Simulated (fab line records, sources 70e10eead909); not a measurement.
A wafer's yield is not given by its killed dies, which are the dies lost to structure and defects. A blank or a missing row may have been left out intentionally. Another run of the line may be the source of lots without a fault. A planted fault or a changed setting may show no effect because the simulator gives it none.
One fault through the eyes of 3 desks || flow nand_harc || what lay behind the numbers comes last; until then each desk has only its own

FOR THE TOOL OWNER'S DESK: cmp-04
The tool's own readings at NHARC_A_STAIRCASE_CMP_472 (polishes SiO2): means of the sampled wafers that have a number, for each lot that ran on this tool. A lot is out of limits, marked OUT, if its mean lies more than 4 standard deviations from the usual mean; the brackets give that distance.
Columns: A = motor_current_A at NHARC_A_STAIRCASE_CMP_472, usual 12.1 A
{"lot": "L247", "first seen here": "day 14 01:25", "A": 12.8}
{"lot": "L249", "first seen here": "day 14 11:50", "A": 11.4}
{"lot": "L254", "first seen here": "day 16 01:59", "A": 10.9}
{"lot": "L257", "first seen here": "day 17 07:49", "A": 11.6}
{"lot": "L267", "first seen here": "day 19 16:02", "A": 12.4}
{"lot": "L268", "first seen here": "day 19 16:18", "A": 12.1}
This desk's verdict: no lot among the 6 shows anything out of limits.

THE DEFECT DESK
Lot by lot, what the route's inspections counted, given as the mean of those sampled wafers with a number. A lot is out of limits, marked OUT, if its mean lies more than 4 standard deviations from the usual mean; the brackets give that distance.
Columns: A = raw_defect_count at NHARC_A_STAIRCASE_INSPECT_155, usual 379; B = raw_defect_count at NHARC_A_SGD_CUT_INSPECT_11, usual 18
{"lot": "L245", "first seen here": "day 13 12:07", "A": 384, "B": 20}
{"lot": "L247", "first seen here": "day 14 01:41", "A": 296, "B": 24}
{"lot": "L246", "first seen here": "day 14 12:02", "A": 552, "B": 7}
{"lot": "L249", "first seen here": "day 14 12:11", "A": 426, "B": 8}
{"lot": "L254", "first seen here": "day 16 02:18", "A": "1643 (+11) OUT", "B": "1276 (+99 or more) OUT"}
{"lot": "L258", "first seen here": "day 17 05:25", "A": 390, "B": 11}
{"lot": "L260", "first seen here": "day 17 07:43", "A": 408, "B": 27}
{"lot": "L257", "first seen here": "day 17 08:10", "A": "1611 (+10) OUT", "B": "1250 (+99 or more) OUT"}
{"lot": "L261", "first seen here": "day 17 18:28", "A": 451, "B": 13}
{"lot": "L263", "first seen here": "day 18 06:52", "A": 406, "B": 12}
{"lot": "L266", "first seen here": "day 18 16:38", "A": 369, "B": 32}
{"lot": "L267", "first seen here": "day 19 16:21", "A": 247, "B": 19}
{"lot": "L268", "first seen here": "day 19 16:37", "A": 393, "B": 13}
Finding of this desk: L254, L257 out of limits; the first was L254 at day 16 02:18, on raw_defect_count at NHARC_A_STAIRCASE_INSPECT_155. Within limits: L245, L247, L246, L249, L258, L260, L261, L263, L266, L267, L268.

AT THE METROLOGY DESK
Means of the sampled wafers that have a number, per lot and without regard to the tool the lot ran on: this is what the gauges read. A lot is out of limits, marked OUT, if its mean lies more than 4 standard deviations from the usual mean; the brackets give that distance.
Columns: A = cd_nm at NHARC_A_SGD_CUT_CD_MEAS_09, usual 100.2 nm; B = overlay_x_nm at NHARC_A_SGD_CUT_OVL_MEAS_10, usual 0.0 nm; C = overlay_y_nm at NHARC_A_SGD_CUT_OVL_MEAS_10, usual -0.1 nm
{"lot": "L245", "first seen here": "day 13 12:56", "A": 100.5, "B": -0.2, "C": 0.4}
{"lot": "L247", "first seen here": "day 14 02:34", "A": 100.2, "B": 0.0, "C": -1.5}
{"lot": "L246", "first seen here": "day 14 12:50", "A": 99.7, "B": 1.0, "C": 0.5}
{"lot": "L249", "first seen here": "day 14 13:04", "A": 99.9, "B": -0.1, "C": -0.5}
{"lot": "L254", "first seen here": "day 16 03:05", "A": 100.1, "B": 0.1, "C": 0.8}
{"lot": "L258", "first seen here": "day 17 06:23", "A": 100.6, "B": 0.3, "C": -0.8}
{"lot": "L260", "first seen here": "day 17 08:23", "A": 100.2, "B": -0.3, "C": 0.8}
{"lot": "L257", "first seen here": "day 17 08:58", "A": 100.8, "B": 0.2, "C": -0.0}
{"lot": "L261", "first seen here": "day 17 19:09", "A": 99.3, "B": 0.3, "C": 0.0}
{"lot": "L263", "first seen here": "day 18 07:40", "A": 100.3, "B": -1.0, "C": -0.5}
{"lot": "L266", "first seen here": "day 18 17:26", "A": 100.4, "B": 0.3, "C": 0.2}
{"lot": "L267", "first seen here": "day 19 17:08", "A": 100.7, "B": -0.7, "C": -0.9}
{"lot": "L268", "first seen here": "day 19 17:25", "A": 100.6, "B": 0.2, "C": -0.2}
This desk's verdict: no lot among the 13 shows anything out of limits.

PUT TOGETHER
The defect desk could have raised an alarm at day 16 02:18, on L254, L257.
The desk of the tool owner found nothing out of limits.
From the metrology desk's view, nothing was out of limits.
The tool owner's desk has L254, L257 on record, within its limits.
The metrology desk holds a record of L254, L257, inside its limits.
All the named lots went through NHARC_A_STAIRCASE_CMP_472 on cmp-04.

WHAT THE SIMULATOR HAD PUT IN
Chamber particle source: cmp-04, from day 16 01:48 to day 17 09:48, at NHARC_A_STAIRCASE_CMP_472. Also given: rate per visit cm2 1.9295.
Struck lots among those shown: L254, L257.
Hours from the fault's start to each desk's first reading out of limits: the defect desk, 0.
